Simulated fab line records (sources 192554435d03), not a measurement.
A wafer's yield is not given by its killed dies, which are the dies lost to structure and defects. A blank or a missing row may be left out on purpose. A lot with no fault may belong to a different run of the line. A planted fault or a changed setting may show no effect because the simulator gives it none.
Which tool was responsible? :: flow n5Finfet :: at 1 step of a route of 1938, 12 lots with 36 wafers sampled

== WHAT THE GAUGES SHOWED, per wafer ==
N5_BEOL_M5_CD_MEAS_35: target cd 28 nm, target cd y 24 nm.
lot: L075
measured: day 8 09:43
on: cdSem-03
cdNm (nm): 27.8 27.3 28.4

lot: L076
measured: day 9 13:38
on: cdSem-02
cdNm (nm): 27.9 28.1 28.2

lot: L079
measured: day 10 07:56
on: cdSem-03
cdNm (nm): 28.4 28.2 27.9

lot: L082
measured: day 10 18:32
on: cdSem-01
cdNm (nm): 28.3 28.7 27.6

lot: L083
measured: day 11 06:15
on: cdSem-01
cdNm (nm): 28.8 27.8 28.1

lot: L086
measured: day 11 14:41
on: cdSem-01
cdNm (nm): 27.2 27.7 27.3

lot: L088
measured: day 11 21:44
on: cdSem-02
cdNm (nm): 28.4 27.9 28.4

lot: L090
measured: day 12 10:23
on: cdSem-02
cdNm (nm): 27.9 28.2 27.7

lot: L091
measured: day 13 00:47
on: cdSem-03
cdNm (nm): 28.1 27.5 28.3

lot: L093
measured: day 13 13:01
on: cdSem-01
cdNm (nm): 28.4 28.1 28.6

lot: L095
measured: day 14 09:18
on: cdSem-02
cdNm (nm): 28.4 28.1 29.1

lot: L096
measured: day 14 11:53
on: cdSem-01
cdNm (nm): 29.4 28.4 27.5

== WHAT TOOL EACH LOT RAN ON (gives the tool, then ch and the chambers of the sampled wafers, and finally the start) ==
Before these readings, the record contains no process step.

== THE ANSWER, worked out from the rows above alone ==
Rule: what is usual is taken from the lots themselves. The widest of any qualifying gaps counts: lots, ordered by their means at a reading, are off when they make up no more than a third of the lots, leave a main group of 4 or more, and stand apart from it by 3 or more times the standard deviation of that group's means. Not used: any main group whose means are identical at the precision the tables above print for the reading. A lot without any number at a reading at which 4 lots or more have one is off too. The other lots that the step has rows for count as sound.
No lot is off on any of the readings shown, so nothing can be concluded from this.

== WHAT THE SIMULATOR HAD PUT IN ==
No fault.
